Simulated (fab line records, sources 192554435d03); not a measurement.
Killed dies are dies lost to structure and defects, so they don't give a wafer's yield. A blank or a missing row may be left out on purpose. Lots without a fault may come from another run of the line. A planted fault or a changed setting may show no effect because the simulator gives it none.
Split-lot experiment | flow n5_finfet | 7 lots, 39 wafers read, on a route of 1938 steps

THE SPLIT
At N5_HKMG_FIN_ALD_21 (deposits TiN, target thk 1.5 nm, pulse time 1 s, purge time 3 s), the setting ald_cycles was moved away from the recipe's 68 on 12 of the 39 wafers read, by -17.6% to +14.7%. The other wafers ran this setting at the recipe's value.

The reading is taken at the split's own step.

THE READING
TiN_of_HKMG_FIN_ALD_21.thk_nm (the simulator's own value, which no gauge read), in nm, at N5_HKMG_FIN_ALD_21 (deposits TiN, target thk 1.5 nm, pulse time 1 s, purge time 3 s). The file gives no usual value for it. The 27 wafers here that ran the recipe average 1.6 nm, standard deviation 0.052 nm.

wafer  | tool, chamber at the split | ald_cycles as run | against the recipe | TiN_of_HKMG_FIN_ALD_21.thk_nm, nm | against lot-mates on the recipe
L075.1 | ald_metal-03, 0,2,2        | 56                | -17.6%             | 1.2                               | -0.4
L075.4 | ald_metal-03, 0,2,2        | 56                | -17.6%             | 1.2                               | -0.4
L075.5 | ald_metal-03, 0,2,2        | 56                | -17.6%             | 1.2                               | -0.4
L075.2 | ald_metal-03, 1,3,1        | 68                | recipe             | 1.6                               | -
L075.3 | ald_metal-03, 1,3,1        | 68                | recipe             | 1.6                               | -
L075.6 | ald_metal-03, 1,3,1        | 68                | recipe             | 1.6                               | -
L080.1 | ald_metal-04, 1,3,0,3,0,1  | 68                | recipe             | 1.6                               | -
L080.2 | ald_metal-04, 1,3,0,3,0,1  | 68                | recipe             | 1.6                               | -
L080.3 | ald_metal-04, 1,3,0,3,0,1  | 68                | recipe             | 1.6                               | -
L080.4 | ald_metal-04, 1,3,0,3,0,1  | 68                | recipe             | 1.6                               | -
L080.5 | ald_metal-04, 1,3,0,3,0,1  | 68                | recipe             | 1.6                               | -
L080.6 | ald_metal-04, 1,3,0,3,0,1  | 68                | recipe             | 1.6                               | -
L082.2 | ald_metal-01, 2,1,1        | 68                | recipe             | 1.6                               | -
L082.3 | ald_metal-01, 2,1,1        | 68                | recipe             | 1.6                               | -
L082.6 | ald_metal-01, 2,1,1        | 68                | recipe             | 1.6                               | -
L084.1 | ald_metal-01, 3,1          | 68                | recipe             | 1.6                               | -
L084.2 | ald_metal-01, 3,1          | 68                | recipe             | 1.6                               | -
L084.3 | ald_metal-01, 2,3          | 77                | +13.2%             | 1.8                               | +0.3
L084.6 | ald_metal-01, 2,3          | 77                | +13.2%             | 1.8                               | +0.3
L084.4 | ald_metal-01, 0            | 68                | recipe             | 1.4                               | -
L084.5 | ald_metal-01, 0            | 77                | +13.2%             | 1.6                               | +0.1
L091.1 | ald_metal-01, 1,0,3        | 78                | +14.7%             | 1.8                               | +0.2
L091.2 | ald_metal-01, 1,0,3        | 78                | +14.7%             | 1.8                               | +0.2
L091.6 | ald_metal-01, 1,0,3        | 78                | +14.7%             | 1.8                               | +0.2
L091.3 | ald_metal-01, 3,2,2        | 68                | recipe             | 1.6                               | -
L091.4 | ald_metal-01, 3,2,2        | 68                | recipe             | 1.6                               | -
L091.5 | ald_metal-01, 3,2,2        | 68                | recipe             | 1.6                               | -
L094.1 | ald_metal-01, 0            | 68                | recipe             | 1.4                               | -
L094.2 | ald_metal-01, 3,2,1,2,1    | 68                | recipe             | 1.6                               | -
L094.3 | ald_metal-01, 3,2,1,2,1    | 68                | recipe             | 1.6                               | -
L094.4 | ald_metal-01, 3,2,1,2,1    | 68                | recipe             | 1.6                               | -
L094.5 | ald_metal-01, 3,2,1,2,1    | 68                | recipe             | 1.6                               | -
L094.6 | ald_metal-01, 3,2,1,2,1    | 68                | recipe             | 1.6                               | -
L095.1 | ald_metal-03, 1,0,2        | 68                | recipe             | 1.6                               | -
L095.4 | ald_metal-03, 1,0,2        | 68                | recipe             | 1.6                               | -
L095.6 | ald_metal-03, 1,0,2        | 68                | recipe             | 1.6                               | -
L095.2 | ald_metal-03, 2,3,1        | 64                | -5.9%              | 1.4                               | -0.2
L095.3 | ald_metal-03, 2,3,1        | 64                | -5.9%              | 1.4                               | -0.2
L095.5 | ald_metal-03, 2,3,1        | 64                | -5.9%              | 1.4                               | -0.2
Where a row lists several chambers, the file gives one row for several wafers and doesn't say which wafer went through which chamber.

THE FIT
A straight line over all 39 wafers: TiN_of_HKMG_FIN_ALD_21.thk_nm changes by +0.0178 nm for each +1% of ald_cycles; r = +0.91; the points scatter about the line by 0.063 nm.
The same after taking each lot's own level away (the mean of its wafers on the recipe; 39 wafers): +0.0189 nm for each +1%; r = +0.93; scatter 0.059 nm.
On that fit, the largest move of ald_cycles shifts the reading by 0.33 nm.
The lots' own levels span 1.53 to 1.60 nm, that is 1.3 times the standard deviation above.
So the lot-to-lot level changes the slope little: the two slopes agree.
Check: with one of the wafers moved furthest among these (-17.6%) left out of the fit, the line predicts -0.345 nm for it against its lot-mates. It came out at -0.4 nm against them.

OTHER SPLITS ON THESE WAFERS
These wafers also went through other splits before the reading. Each is held against what the fit with the lots' levels taken away leaves over:
other split on the same wafers  | wafers away from the commonest value | r with TiN_of_HKMG_FIN_ALD_21.thk_nm (lot level and that fit taken away)
N5_FIN_CUT_ETCH_21 bias_w       | 9                                    | -0.19
N5_DUMMY_GATE_EXPOSE_12 dose_mj | 12                                   | +0.12

THE FILE'S OWN FIT
TiN_of_HKMG_FIN_ALD_21.thk_nm changes by +0.0187 nm for each +1% of ald_cycles, r = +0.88.
